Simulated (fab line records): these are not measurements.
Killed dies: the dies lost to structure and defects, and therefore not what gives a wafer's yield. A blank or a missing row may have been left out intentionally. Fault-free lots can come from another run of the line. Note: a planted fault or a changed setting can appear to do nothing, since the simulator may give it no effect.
Struck lot and sound lot, side by side	flow nand_harc	15 out of 1302 route steps
Sound: wafers L819.2, L819.4, L819.6. Struck: wafers L830.3, L830.5. (L830.2 of the same lot was not struck and is left out.) The cause comes at the end.
At each step with rows: each side's tool, then ch and its chambers, then its first start. Under that, the readings that differ: sound wafers	struck wafers	difference of the means	sigmas: that difference in standard deviations of wafers without a fault.
alike: words and numbers the same on both sides, and readings whose means are apart by under 2 such deviations; not compared: readings that were withheld, readings missing a value for some wafer, numbers with overlapping values and no deviation given by the record, and bounds like >300 which may hide the same value.
The two part at a step that has a row with sigmas, a row that says differs or no value, or rows on one side only. Non-overlapping numbers with no deviation appear without sigmas and do not part them. A reading missing from all wafers of one side parts the sides only when that side holds two or more wafers.

first, 8 steps without rows for these wafers: NHARC_A_M1_HMDS_02 (time 30 s); NHARC_A_M1_COAT_34 (time 65 s); NHARC_A_M1_COAT_03 (resist thk 90 nm); NHARC_A_M1_SOFTBAKE_04 (time 55 s); NHARC_A_M1_EBR_05; NHARC_A_M1_EXPOSE_06 (exposes mask A M1, target cd 120 nm); NHARC_A_M1_PEB_07 (peb time 65 s); NHARC_A_M1_DEVELOP_08 (develop time 35 s).
NHARC_A_M1_CD_MEAS_09: target cd 120 nm.
  sound on cd_sem-02 ch 0, day 22 23:49; struck on cd_sem-01 ch 0, day 28 01:59
  alike: cd_nm
NHARC_A_M1_OVL_MEAS_10: pitch 240 nm.
  sound: overlay-02 at day 22 23:54; struck: overlay-02 at day 28 02:05
  alike: overlay_x_nm, overlay_y_nm
NHARC_A_M1_INSPECT_11:
  sound: defect_inspect-01 at day 22 23:56; struck: defect_inspect-02 at day 28 02:07
  alike: raw_defect_count
NHARC_A_M1_DESCUM_14: chemistry O2, time 3 s.
  sound on rie_diel-03 ch 1,2,3, day 23 00:01; struck on rie_diel-02 ch 2, day 28 02:11
reading	sound	struck	difference	sigmas
drypump_motor_current_A (A)	6.2 5.7 5.7	4.9 4.9	-1.0	-2
  alike: chamber_pressure_mTorr, o2_flow_sccm, oes_product_au, rf_vpp_V, showerhead_plenum_p_Torr, throttle_valve_pct
  not compared: rf_hours_counter_h
NHARC_A_M1_ETCH_35: etches the open film in N2/H2, target depth 40 nm, overetch 12 nm, time 43.94 s.
  sound on rie_diel-03 ch 0,2,3, day 23 00:05; struck on rie_diel-02 ch 0, day 28 02:16
reading	sound	struck	difference	sigmas
run_length_s (s)	66.3 64.8 65.6	55.4 55.1	-10.3	-22
  alike: chamber_pressure_mTorr, drypump_motor_current_A, oes_product_au, rf_vpp_V, showerhead_plenum_p_Torr, throttle_valve_pct
  not compared: rf_hours_counter_h
NHARC_A_M1_ETCH_15: etches the open film in C4F8/Ar, target depth 182.5 nm, time 91.2 s.
  sound: rie_diel-03 ch 0,3; struck: rie_diel-02 ch 3
  alike: chamber_pressure_mTorr, oes_product_au, rf_vpp_V, run_length_s
  not compared: rf_hours_counter_h
NHARC_END_SORT_01:
  the record has rows for the sound wafers here (prober-01 ch 0, day 24 11:41) and none for the struck ones

== WHERE THEY PART ==
At NHARC_A_M1_DESCUM_14 first; at NHARC_END_SORT_01 last (within this record only).

WHY: whatever the simulator had introduced
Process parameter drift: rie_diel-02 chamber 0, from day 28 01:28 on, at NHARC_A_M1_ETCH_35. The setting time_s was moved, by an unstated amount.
